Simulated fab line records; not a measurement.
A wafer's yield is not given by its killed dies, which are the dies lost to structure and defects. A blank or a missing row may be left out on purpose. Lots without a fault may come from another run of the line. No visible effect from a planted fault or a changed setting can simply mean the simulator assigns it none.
Split-lot study || flow n5_finfet || 7 lots, 21 wafers read, on a route of 1938 steps

== ON THE SPLIT ==
At N5_BEOL_M13_COAT_04 (resist thk 400 nm), the setting spin_rpm was moved away from the recipe's 1625 rpm on 8 of the 21 wafers read, by -9.8% to +7.6%. For the rest of the wafers, this setting stayed at what the recipe calls for.

== FROM THE SPLIT TO THE READING: what the file shows between them, 4 steps ==
- N5_BEOL_M13_EBR_06
- N5_BEOL_M13_SOFTBAKE_05: time 60 s
- N5_BEOL_M13_DESCUM_15: chemistry O2, time 7.9 s
- N5_BEOL_M13_ETCH_59: etches BARC in N2/H2, target depth 89 nm, overetch 26.7 nm, time 67.9 s

== THE READING ==
coat_of_BEOL_M13_COAT_04.thk_nm (the simulator's own value, which no gauge read), in nm, at N5_BEOL_M13_VIA_ETCH_16 (etches SiOC in C4F8/O2/Ar, target depth 921.7 nm). There is no usual value for it anywhere in the file. Across the 13 wafers here that went through the recipe, the average is 70.1 nm and the standard deviation 3.6 nm.

{"wafer": "L077.1", "tool, chamber at the split": "litho_track-05, 0", "spin_rpm as run, rpm": 1625, "against the recipe": "recipe", "coat_of_BEOL_M13_COAT_04.thk_nm, nm": 73.8, "against lot-mates on the recipe": "-"}
{"wafer": "L077.2", "tool, chamber at the split": "litho_track-05, 0", "spin_rpm as run, rpm": 1742, "against the recipe": "+7.2%", "coat_of_BEOL_M13_COAT_04.thk_nm, nm": 57.4, "against lot-mates on the recipe": -14.9}
{"wafer": "L077.3", "tool, chamber at the split": "litho_track-05, 0", "spin_rpm as run, rpm": 1625, "against the recipe": "recipe", "coat_of_BEOL_M13_COAT_04.thk_nm, nm": 70.8, "against lot-mates on the recipe": "-"}
{"wafer": "L079.3", "tool, chamber at the split": "litho_track-04, 0", "spin_rpm as run, rpm": 1748, "against the recipe": "+7.6%", "coat_of_BEOL_M13_COAT_04.thk_nm, nm": 56, "against lot-mates on the recipe": -11.4}
{"wafer": "L079.4", "tool, chamber at the split": "litho_track-04, 0", "spin_rpm as run, rpm": 1625, "against the recipe": "recipe", "coat_of_BEOL_M13_COAT_04.thk_nm, nm": 67.4, "against lot-mates on the recipe": "-"}
{"wafer": "L079.6", "tool, chamber at the split": "litho_track-04, 0", "spin_rpm as run, rpm": 1748, "against the recipe": "+7.6%", "coat_of_BEOL_M13_COAT_04.thk_nm, nm": 54.2, "against lot-mates on the recipe": -13.2}
{"wafer": "L082.2", "tool, chamber at the split": "litho_track-02, 0", "spin_rpm as run, rpm": 1625, "against the recipe": "recipe", "coat_of_BEOL_M13_COAT_04.thk_nm, nm": 70, "against lot-mates on the recipe": "-"}
{"wafer": "L082.3", "tool, chamber at the split": "litho_track-02, 0", "spin_rpm as run, rpm": 1625, "against the recipe": "recipe", "coat_of_BEOL_M13_COAT_04.thk_nm, nm": 73.4, "against lot-mates on the recipe": "-"}
{"wafer": "L082.4", "tool, chamber at the split": "litho_track-02, 0", "spin_rpm as run, rpm": 1625, "against the recipe": "recipe", "coat_of_BEOL_M13_COAT_04.thk_nm, nm": 68.2, "against lot-mates on the recipe": "-"}
{"wafer": "L084.1", "tool, chamber at the split": "litho_track-05, 0", "spin_rpm as run, rpm": 1698, "against the recipe": "+4.5%", "coat_of_BEOL_M13_COAT_04.thk_nm, nm": 60.2, "against lot-mates on the recipe": -1.4}
{"wafer": "L084.4", "tool, chamber at the split": "litho_track-05, 0", "spin_rpm as run, rpm": 1698, "against the recipe": "+4.5%", "coat_of_BEOL_M13_COAT_04.thk_nm, nm": 54.2, "against lot-mates on the recipe": -7.4}
{"wafer": "L084.5", "tool, chamber at the split": "litho_track-05, 0", "spin_rpm as run, rpm": 1625, "against the recipe": "recipe", "coat_of_BEOL_M13_COAT_04.thk_nm, nm": 61.6, "against lot-mates on the recipe": "-"}
{"wafer": "L085.1", "tool, chamber at the split": "litho_track-05, 0", "spin_rpm as run, rpm": 1494, "against the recipe": "-8.1%", "coat_of_BEOL_M13_COAT_04.thk_nm, nm": 89.6, "against lot-mates on the recipe": "+18.8"}
{"wafer": "L085.4", "tool, chamber at the split": "litho_track-05, 0", "spin_rpm as run, rpm": 1625, "against the recipe": "recipe", "coat_of_BEOL_M13_COAT_04.thk_nm, nm": 70.8, "against lot-mates on the recipe": "-"}
{"wafer": "L085.5", "tool, chamber at the split": "litho_track-05, 0", "spin_rpm as run, rpm": 1494, "against the recipe": "-8.1%", "coat_of_BEOL_M13_COAT_04.thk_nm, nm": 88, "against lot-mates on the recipe": "+17.2"}
{"wafer": "L087.2", "tool, chamber at the split": "litho_track-04, 0", "spin_rpm as run, rpm": 1625, "against the recipe": "recipe", "coat_of_BEOL_M13_COAT_04.thk_nm, nm": 70.2, "against lot-mates on the recipe": "-"}
{"wafer": "L087.3", "tool, chamber at the split": "litho_track-04, 0", "spin_rpm as run, rpm": 1465, "against the recipe": "-9.8%", "coat_of_BEOL_M13_COAT_04.thk_nm, nm": 81.8, "against lot-mates on the recipe": "+12.5"}
{"wafer": "L087.4", "tool, chamber at the split": "litho_track-04, 0", "spin_rpm as run, rpm": 1625, "against the recipe": "recipe", "coat_of_BEOL_M13_COAT_04.thk_nm, nm": 68.4, "against lot-mates on the recipe": "-"}
{"wafer": "L097.3", "tool, chamber at the split": "litho_track-05, 0", "spin_rpm as run, rpm": 1625, "against the recipe": "recipe", "coat_of_BEOL_M13_COAT_04.thk_nm, nm": 68.8, "against lot-mates on the recipe": "-"}
{"wafer": "L097.5", "tool, chamber at the split": "litho_track-05, 0", "spin_rpm as run, rpm": 1625, "against the recipe": "recipe", "coat_of_BEOL_M13_COAT_04.thk_nm, nm": 77.2, "against lot-mates on the recipe": "-"}
{"wafer": "L097.6", "tool, chamber at the split": "litho_track-05, 0", "spin_rpm as run, rpm": 1625, "against the recipe": "recipe", "coat_of_BEOL_M13_COAT_04.thk_nm, nm": 71, "against lot-mates on the recipe": "-"}

THE FIT
A straight line over all 21 wafers: coat_of_BEOL_M13_COAT_04.thk_nm changes by -1.96 nm for each +1% of spin_rpm; r = -0.92; the points scatter about the line by 3.9 nm.
The same after taking each lot's own level away (the mean of its wafers on the recipe; 21 wafers): -1.73 nm for each +1%; r = -0.94; scatter 2.9 nm.
Per that fit: largest spin_rpm move, reading shift of 17 nm.
Measured against the standard deviation above, the lots' own levels, which go from 61.60 to 72.33 nm, span 3.0 times it.
In other words, the slope is changed by the lot-to-lot level; the two fits disagree.
Check: for one of the wafers moved furthest among these (-9.8%), held out of the fit, the line's prediction against its lot-mates is +19.4 nm. Against them it came out at +12.5 nm.

== OTHER SPLITS APPLIED TO THESE WAFERS ==
These wafers also went through other splits before the reading. Each is held against what the fit with the lots' levels taken away leaves over:
{"other split on the same wafers": "N5_BEOL_M9_DESCUM_16 time_s", "wafers away from the commonest value": 8, "r with coat_of_BEOL_M13_COAT_04.thk_nm (lot level and that fit taken away)": "+0.03"}
{"other split on the same wafers": "N5_BEOL_M10_COAT_63 spin_rpm", "wafers away from the commonest value": 9, "r with coat_of_BEOL_M13_COAT_04.thk_nm (lot level and that fit taken away)": "+0.14"}
{"other split on the same wafers": "N5_BEOL_M10_COAT_64 spin_rpm", "wafers away from the commonest value": 7, "r with coat_of_BEOL_M13_COAT_04.thk_nm (lot level and that fit taken away)": -0.20}
{"other split on the same wafers": "N5_BEOL_M10_ETCH_41 source_w", "wafers away from the commonest value": 8, "r with coat_of_BEOL_M13_COAT_04.thk_nm (lot level and that fit taken away)": "+0.08"}
{"other split on the same wafers": "N5_BEOL_M13_COAT_58 spin_rpm", "wafers away from the commonest value": 4, "r with coat_of_BEOL_M13_COAT_04.thk_nm (lot level and that fit taken away)": "+0.15"}

== THE WHOLE CHAIN: every reading that the file lists as answering this split, in the file's order ==
{"step": "N5_BEOL_M13_COAT_04", "what it does": "resist thk 400 nm", "reading": "coat_of_BEOL_M13_COAT_04.thk_nm (the simulator's own value, which no gauge read)", "change (the file's fit)": "-2 nm for each +1% of the setting", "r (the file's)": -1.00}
{"step": "N5_BEOL_M13_ETCH_59", "what it does": "etches BARC in N2/H2, target depth 89 nm, overetch 26.7 nm, time 67.9 s", "reading": "coat_of_BEOL_M13_COAT_04.thk_nm (the simulator's own value, which no gauge read)", "change (the file's fit)": "-1.8 nm for each +1% of the setting", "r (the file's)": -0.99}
{"step": "N5_BEOL_M13_VIA_ETCH_16", "what it does": "etches SiOC in C4F8/O2/Ar, target depth 921.7 nm", "reading": "coat_of_BEOL_M13_COAT_04.thk_nm (the simulator's own value, which no gauge read)", "change (the file's fit)": "-1.68 nm for each +1% of the setting", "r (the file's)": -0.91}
{"step": "N5_BEOL_M13_STRIP_63", "what it does": "strips in N2/H2", "reading": "strip_time_to_endpoint_s", "change (the file's fit)": "withheld for each +1% of the setting", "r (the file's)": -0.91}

== THE FILE'S OWN FIT ==
coat_of_BEOL_M13_COAT_04.thk_nm changes by -1.68 nm for each +1% of spin_rpm, r = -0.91.
